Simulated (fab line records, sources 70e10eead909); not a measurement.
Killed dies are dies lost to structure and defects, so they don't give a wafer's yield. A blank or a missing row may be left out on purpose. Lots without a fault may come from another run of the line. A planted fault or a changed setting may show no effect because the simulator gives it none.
fab line records | flow nand_harc
record lots=13 wafers=39 last_day=34
route steps=1302 shown HYBRID_BOND@1243 THIN_TSV@1248 END@1302
lots that met no fault: from a run of the same line without faults
start_h: hours from the record's first day to the start of the lot's first wafer shown | wait_h: hours since the lot's step before | " the same as in the row above | L1.1+2: a row that stands for several wafers | - no value, or no start given | * or withheld: withheld | < > ~ a bound
route shown NAME@n: a module of which the file shows steps, and the number in the route of the first | usual: mean/standard deviation of fault-free wafers | same: alike in all rows | chamber/n: place in a boat | sites: the reading at each site | _std_site: their standard deviation | _edge_site: outer sites' mean less inner sites' | radius_mm: how far each site lies from the wafer's centre | mask NAME#n: copy n | behind: the tool/chamber that last shaped the wafer | hold: why the lot was held/for how many hours/how that ended | device: the transistor (n, p or np) that didn't switch | end of line: the same wafers' tests at the end of the route | a step without rows: its recipe alone | killed: dies lost to structure and defects at the first sort, not the wafer's yield | map: a wafer's dies, x killed, . not, _ none there
set.NAME: the setting as run; set.NAME@STEP: as run at that earlier step | model.NAME: the simulator's own value behind a step, which no gauge read
steps of the route over a sample of lots; a table a step, a row a wafer
services: from which hour (start_h, from the record's first day; less than 0 if before it) a tool's chamber was out of use, for how many hours, and why
## steps
# step NHARC_HYBRID_BOND_INSPECT_06
# recipe inspect_instrument=ir_void
# usual raw_defect_count=91/37
# columns lot.wafer tool chamber start_h wait_h raw_defect_count
L401.1 defect_inspect-01 - 559.77 0.0 28
L401.4 " - " " 16
L401.6 " - " " 23
L404.2 defect_inspect-02 - 582.46 0.1 72
L404.3 " - " " 75
L404.5 " - " " 76
L405.4 defect_inspect-01 - 590.36 0.1 76
L405.5 " - " " 80
L405.6 " - " " 77
L407.1 defect_inspect-01 - 606.18 0.0 77
L407.3 " - " " 83
L407.5 " - " " 50
L408.1 defect_inspect-02 - 618.01 0.0 157
L408.2 " - " " 159
L408.3 " - " " 156
L409.1 defect_inspect-01 - 635.47 0.0 25
L409.3 " - " " 40
L409.5 " - " " 42
L413.2 defect_inspect-01 - 647.62 0.1 55
L413.5 " - " " 50
L413.6 " - " " 52
L411.3 defect_inspect-01 - 667.60 0.1 76
L411.4 " - " " 84
L411.5 " - " " 65
L414.1 defect_inspect-01 - 680.63 0.0 98
L414.2 " - " " 102
L414.4 " - " " 100
L421.1 defect_inspect-02 - 743.57 0.0 71
L421.3 " - " " 74
L421.5 " - " " 65
L422.1 defect_inspect-01 - 743.57 0.0 92
L422.2 " - " " 100
L422.3 " - " " 82
L423.1 defect_inspect-01 - 758.02 0.0 141
L423.3 " - " " 129
L423.4 " - " " 130
L424.2 defect_inspect-01 - 791.07 0.1 17
L424.5 " - " " 38
L424.6 " - " " 22
# step NHARC_THIN_TSV_PRECLEAN_41
# recipe time_s=* temp_c=50 bath_age_min=0 chemistry=SC1
# usual nh4oh_flow_mL_min=28.30/0.095 sc1_h2o2_end_mol_l=0.3698/0.00065
# columns lot.wafer tool chamber start_h wait_h nh4oh_flow_mL_min sc1_h2o2_end_mol_l
L401.6 wet_bench-08 1 561.46 0.0 28.32 0.3690
L401.4 " 3 " " 28.26 0.3699
L401.1 " 5 " " 28.47 0.3703
L404.2 wet_bench-10 2 584.16 0.0 28.19 0.3706
L404.3 " 5 " " 28.30 0.3706
L404.5 " 6 " " 28.35 0.3707
L405.4 wet_bench-08 4 592.05 0.0 28.32 0.3685
L405.5 " 6 " " 28.27 0.3699
L405.6 " 1 " " 28.48 0.3688
L407.5 wet_bench-08 0 609.07 0.0 28.25 0.3701
L407.3 " 3 " " 28.35 0.3697
L407.1 " 4 " " 28.16 0.3687
L408.1 wet_bench-08 3 619.70 0.0 28.25 0.3704
L408.3 " 5 " " 28.35 0.3696
L408.2 " 6 " " 28.33 0.3709
L409.1 wet_bench-08 6 637.22 0.0 28.33 0.3709
L409.3 " 1 " " 28.09 0.3699
L409.5 " 2 " " 28.38 0.3699
L413.2 wet_bench-10 3 650.54 0.0 28.34 0.3697
L413.6 " 6 " " 28.34 0.3698
L413.5 " 7 " " 28.39 0.3696
L411.3 wet_bench-08 6 670.48 0.0 28.25 0.3708
L411.5 " 0 " " 28.37 0.3702
L411.4 " 2 " " 28.53 0.3705
L414.2 wet_bench-08 5 682.34 0.0 28.26 0.3702
L414.4 " 6 " " 28.13 0.3694
L414.1 " 1 " " 28.23 0.3692
L421.1 wet_bench-08 3 745.55 0.0 28.33 0.3701
L421.5 " 4 " " 28.24 0.3693
L421.3 " 7 " " 28.15 0.3710
L422.1 wet_bench-10 2 746.74 0.0 28.12 0.3701
L422.2 " 3 " " 28.33 0.3702
L422.3 " 5 " " 28.32 0.3698
L423.1 wet_bench-10 6 759.72 0.0 28.30 0.3694
L423.3 " 7 " " 28.42 0.3707
L423.4 " 0 " " 28.27 0.3689
L424.5 wet_bench-08 7 793.98 0.0 28.33 0.3703
L424.6 " 1 " " 28.34 0.3696
L424.2 " 3 " " 28.13 0.3698
# step NHARC_THIN_TSV_PVD_19
# recipe target_thk_a=200 chamber_pressure_pa=5 material=TaN
# usual throttle_valve_pct=30.0/0.98
# columns lot.wafer tool chamber start_h wait_h throttle_valve_pct
L401.1 pvd_sputter-03 - - - 30.6
L401.4 " - " " 28.7
L401.6 " - " " 30.8
L404.2 pvd_sputter-03 - - - 30.4
L404.3 " - " " 29.1
L404.5 " - " " 30.4
L405.4 pvd_sputter-01 - - - 28.8
L405.5 " - " " 29.0
L405.6 " - " " 30.7
L407.1 pvd_sputter-02 - - - 28.8
L407.3 " - " " 30.2
L407.5 " - " " 28.9
L408.3 pvd_sputter-01 - - - 30.2
L408.2 " - " " 30.9
L408.1 " - " " 29.0
L409.3 pvd_sputter-01 - - - 28.9
L409.1 " - " " 29.0
L409.5 " - " " 28.7
L413.2 pvd_sputter-03 - - - 30.7
L413.6 " - " " 30.5
L413.5 " - " " 29.1
L411.3 pvd_sputter-01 - - - 28.8
L411.4 " - " " 30.5
L411.5 " - " " 31.1
L414.2 pvd_sputter-03 - - - 30.5
L414.4 " - " " 28.9
L414.1 " - " " 30.6
L421.3 pvd_sputter-03 - - - 31.2
L421.1 " - " " 29.2
L421.5 " - " " 31.0
L422.2 pvd_sputter-03 - - - 29.6
L422.1 " - " " 29.1
L422.3 " - " " 30.7
L423.1 pvd_sputter-03 - - - 29.1
L423.4 " - " " 31.0
L423.3 " - " " 31.2
L424.2 pvd_sputter-01 - - - 30.3
L424.6 " - " " 30.2
L424.5 " - " " 30.6
# step NHARC_THIN_TSV_DESCUM_35
# recipe time_s=3 o2_flow_sccm=200 ar_flow_sccm=0 bias_power_w=0 chemistry=O2
# usual drypump_motor_current_A=5.8/0.37 mfc_ar_sccm=0.011/0.014 oes_product_au=0.996/0.014 rf_vpp_V=57.7/0.83 showerhead_plenum_p_Torr=1.89/0.072 throttle_valve_pct=11.312/0.0092
# columns lot.wafer tool chamber start_h wait_h drypump_motor_current_A mfc_ar_sccm oes_product_au rf_hours_counter_h rf_vpp_V showerhead_plenum_p_Torr throttle_valve_pct
L401.1 rie_diel-02 1 568.46 - 5.9 0.017 1.013 9 57.6 1.79 11.322
L401.4 " 2 " " 5.7 0 0.995 9 58.1 1.89 11.309
L401.6 " 0 " " 6.5 0.033 1.007 - 57.9 1.83 11.295
L404.2 rie_diel-13 3 591.22 - 5.4 0 0.991 3 58.0 2.00 11.318
L404.3 " 0 " " 6.2 0 0.982 3 58.7 1.95 11.310
L404.5 " 2 " " 6.0 0 0.995 - 57.0 1.81 11.333
L405.4 rie_diel-02 1 599.07 - 5.9 0.017 1.027 2 56.8 1.79 11.323
L405.6 " 3 " " 5.4 0.000 1.020 - 57.2 1.91 11.312
L405.5 " 0 " " 6.5 0.033 0.999 - 58.1 1.83 11.313
L407.3 rie_diel-13 0 616.01 - 6.2 0 0.990 4 57.8 1.95 11.318
L407.1 " 1 " " 5.7 0.029 1.003 5 59.5 1.87 11.303
L407.5 " 0 " " 6.2 0 0.990 - 57.6 1.95 11.315
L408.3 rie_diel-01 1 626.84 - 5.4 0.030 0.979 3 56.2 1.92 11.322
L408.2 " 2 " " 5.5 0 0.991 3 58.6 1.99 11.308
L408.1 " 0 " " 5.7 0.030 0.988 4 57.0 1.85 11.312
L409.1 rie_diel-13 2 644.46 - 6.0 0 0.986 6 57.4 1.80 11.308
L409.3 " 0 " " 6.2 0 0.983 6 58.8 1.95 11.319
L409.5 " 2 " " 6.0 0 0.993 - 58.7 1.80 11.319
L413.2 rie_diel-01 3 657.53 - 6.2 0 1.005 6 57.9 1.80 11.316
L413.6 " 1 " " 5.4 0.030 0.988 - 57.4 1.92 11.316
L413.5 " 2 " " 5.4 0 0.997 - 58.4 1.99 11.310
L411.4 rie_diel-13 0 677.53 - 6.2 0 0.992 8 59.1 1.95 11.307
L411.3 " 3 " " 5.4 0 0.988 7 58.4 2.00 11.299
L411.5 " 1 " " 5.7 0.029 0.995 - 56.2 1.87 11.327
L414.4 rie_diel-01 2 689.47 - 5.5 0 0.998 6 58.9 1.99 11.313
L414.1 " 3 " " 6.2 0 1.007 8 58.4 1.80 11.315
L414.2 " 0 " " 5.7 0.030 1.008 7 55.8 1.85 11.319
L421.1 rie_diel-13 3 752.81 - 5.3 0 0.991 3 57.1 2.00 11.317
L421.3 " 0 " " 6.3 0 1.007 3 55.7 1.95 11.312
L421.5 " 0 " " 6.2 0 0.996 - 57.1 1.95 11.316
L422.2 rie_diel-01 2 753.97 - 5.4 0 0.985 1 58.4 1.99 11.322
L422.3 " 0 " " 5.7 0.030 0.989 1 58.5 1.85 11.315
L422.1 " 1 " " 5.4 0.030 1.004 1 57.3 1.92 11.312
L423.3 rie_diel-02 0 766.85 - 6.6 0.033 1.002 1 57.3 1.83 11.331
L423.4 " 2 " " 5.7 0 1.025 1 59.2 1.88 11.310
L423.1 " 3 " " 5.4 0.000 1.015 1 58.5 1.91 11.325
L424.2 rie_diel-13 2 801.04 - 6.0 0 0.987 4 56.8 1.80 11.315
L424.5 " 1 " " 5.7 0.029 0.997 - 58.5 1.87 11.317
L424.6 " 2 " " 6.0 0 0.983 - 57.8 1.80 11.315
# step NHARC_END_SORT_01
# recipe temp_c=25
# usual defect_limited_yield=91.1/2.8 killed_at_array=55/19 killed_at_other=0.9/1.4 killed_at_periphery=3.8/2.9 killed_dies=60/19 killed_open=3.3/1.8 killed_short=2.6/1.6
# same gross_dies=677
# columns lot.wafer tool chamber start_h wait_h defect_limited_yield[%] killed_at_array killed_at_other killed_at_periphery killed_dies killed_open killed_short
L413.2 prober-02 0 668.71 2.8 92.6 40 0 10 50 3 4
L413.5 prober-02 0 671.09 3.7 93.8 33 0 9 42 2 5
L413.6 prober-02 0 671.88 4.0 94.1 33 1 6 40 5 2
L411.3 prober-01 0 689.01 3.1 84.3 50 55 1 106 2 3
L411.4 prober-01 0 689.80 3.4 86.4 30 57 5 92 2 2
L411.5 prober-01 0 690.60 3.7 87.9 38 41 3 82 8 0
L414.1 prober-02 0 698.39 2.5 78.7 49 93 2 144 3 4
L414.2 prober-02 0 699.17 2.8 83.8 48 57 5 110 3 2
L414.4 prober-02 0 700.75 3.4 84.3 48 56 2 106 0 1
# killed by level:class
L413.2 A_CHANNEL_HOLE_D2:chamber_film_flake=12 A_SLIT:chamber_film_flake=6 P_BONDPAD:chamber_film_flake=5 A_CHANNEL_HOLE_D1:chamber_film_flake=5 A_CONTACT:chamber_film_flake=5 A_ONON_D1:geometric_particle:short=2 P_ZERO_WELL:chamber_film_flake=2 A_STAIRCASE:chamber_film_flake=2
L413.5 A_CHANNEL_HOLE_D2:chamber_film_flake=14 P_GATE:chamber_film_flake=5 A_CHANNEL_HOLE_D1:chamber_film_flake=4 A_STAIRCASE:chamber_film_flake=3 A_CONTACT:chamber_film_flake=3 A_CHANNEL_FILL_D1:geometric_particle:short=2 P_M2:chamber_film_flake=2 A_SLIT:chamber_film_flake=2
L413.6 A_CHANNEL_HOLE_D2:chamber_film_flake=13 P_BONDPAD:chamber_film_flake=5 A_CHANNEL_HOLE_D1:chamber_film_flake=5 A_CONTACT:chamber_film_flake=4 A_SLIT:chamber_film_flake=3 P_M0:geometric_particle:open=1 A_ONON_D1:geometric_particle:open=1 A_CHANNEL_FILL_D2:geometric_particle:short=1
L411.3 THIN_TSV:unspecified=55 A_SLIT:chamber_film_flake=35 A_CHANNEL_HOLE_D1:chamber_film_flake=6 A_STAIRCASE:chamber_film_flake=2 P_M0:geometric_particle:open=1 A_ONON_D1:geometric_particle:open=1 A_CHANNEL_FILL_D1:geometric_particle:short=1 A_DECK1_JOINT:geometric_particle:short=1
L411.4 THIN_TSV:unspecified=57 A_SLIT:chamber_film_flake=21 A_STAIRCASE:chamber_film_flake=4 A_CHANNEL_HOLE_D1:chamber_film_flake=3 P_CONTACT:geometric_particle:open=2 P_GATE:chamber_film_flake=2 P_CONTACT:geometric_particle:short=1 A_SGD_CUT:geometric_particle:short=1
L411.5 THIN_TSV:unspecified=41 A_SLIT:chamber_film_flake=22 A_CHANNEL_HOLE_D1:chamber_film_flake=5 A_STAIRCASE:chamber_film_flake=4 P_CONTACT:geometric_particle:open=1 P_M0:geometric_particle:open=1 A_ONON_D1:geometric_particle:open=1 A_DECK1_JOINT:geometric_particle:open=1
L414.1 THIN_TSV:unspecified=92 A_SLIT:chamber_film_flake=25 A_CHANNEL_HOLE_D2:chamber_film_flake=10 A_CHANNEL_HOLE_D1:chamber_film_flake=3 A_CHANNEL_FILL_D1:chamber_film_flake=3 P_GATE:geometric_particle:open=1 P_M1:geometric_particle:short=1 A_CHANNEL_FILL_D1:geometric_particle:short=1
L414.2 THIN_TSV:unspecified=57 A_SLIT:chamber_film_flake=24 A_CHANNEL_HOLE_D2:chamber_film_flake=10 A_CHANNEL_HOLE_D1:chamber_film_flake=4 P_GATE:chamber_film_flake=3 P_GATE:geometric_particle:open=2 A_STAIRCASE:chamber_film_flake=2 A_CONTACT:chamber_film_flake=2
L414.4 THIN_TSV:unspecified=56 A_SLIT:chamber_film_flake=23 A_CHANNEL_HOLE_D2:chamber_film_flake=10 A_CHANNEL_HOLE_D1:chamber_film_flake=7 A_CHANNEL_FILL_D1:chamber_film_flake=3 A_STAIRCASE:chamber_film_flake=3 P_GATE:chamber_film_flake=2 A_SGD_CUT:geometric_particle:short=1
## services
# columns tool chamber start_h hours kind
pvd_sputter-02 - 553.37 2.0 repair
pvd_sputter-03 - 556.64 2.2 repair
rie_diel-01 - 557.80 9.0 pm
rie_diel-01 3 568.70 3.7 repair
rie_diel-02 - 570.70 9.0 pm
pvd_sputter-02 - 579.80 9.7 repair
pvd_sputter-01 - 582.04 10.0 pm
pvd_sputter-01 - 612.31 7.6 repair
rie_diel-02 3 615.59 4.1 repair
rie_diel-01 1 637.23 3.5 repair
pvd_sputter-02 - 638.00 10.0 pm
rie_diel-01 0 644.35 6.3 repair
wet_bench-08 - 646.40 8.0 pm
wet_bench-10 - 655.09 7.4 repair
rie_diel-02 3 658.87 9.4 repair
rie_diel-13 3 661.84 7.6 repair
wet_bench-10 - 663.20 8.0 pm
rie_diel-02 2 677.35 3.0 repair
rie_diel-13 - 696.00 9.0 pm
rie_diel-02 3 696.97 4.2 repair
pvd_sputter-03 - 703.09 5.0 repair
rie_diel-01 - 734.80 9.0 pm
rie_diel-02 - 747.70 9.0 pm
pvd_sputter-01 - 760.04 10.0 pm
## key
first_sign step=NHARC_END_SORT_01 reading=killed_at_other direction=up sigmas=41 usual=0.9 struck=59.8
effect step=NHARC_END_SORT_01 reading=killed_dies direction=up sigmas=2.5 usual=60 struck=107 wafers_moved=5
more_kills_born_at NHARC_THIN_TSV_PRECLEAN_41@wet_bench-08=358
met_at NHARC_THIN_TSV_PRECLEAN_41
struck_lots L411,L414
not_acting_at NHARC_HYBRID_BOND_INSPECT_06,NHARC_THIN_TSV_PVD_19,NHARC_THIN_TSV_DESCUM_35
onset_between 637.22 670.48
fault kind=chamber_particle_source tool=wet_bench-08 chamber=- onset_h=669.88 steps=NHARC_THIN_TSV_PRECLEAN_41 rate_per_visit_cm2=1.9749 end_h=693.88
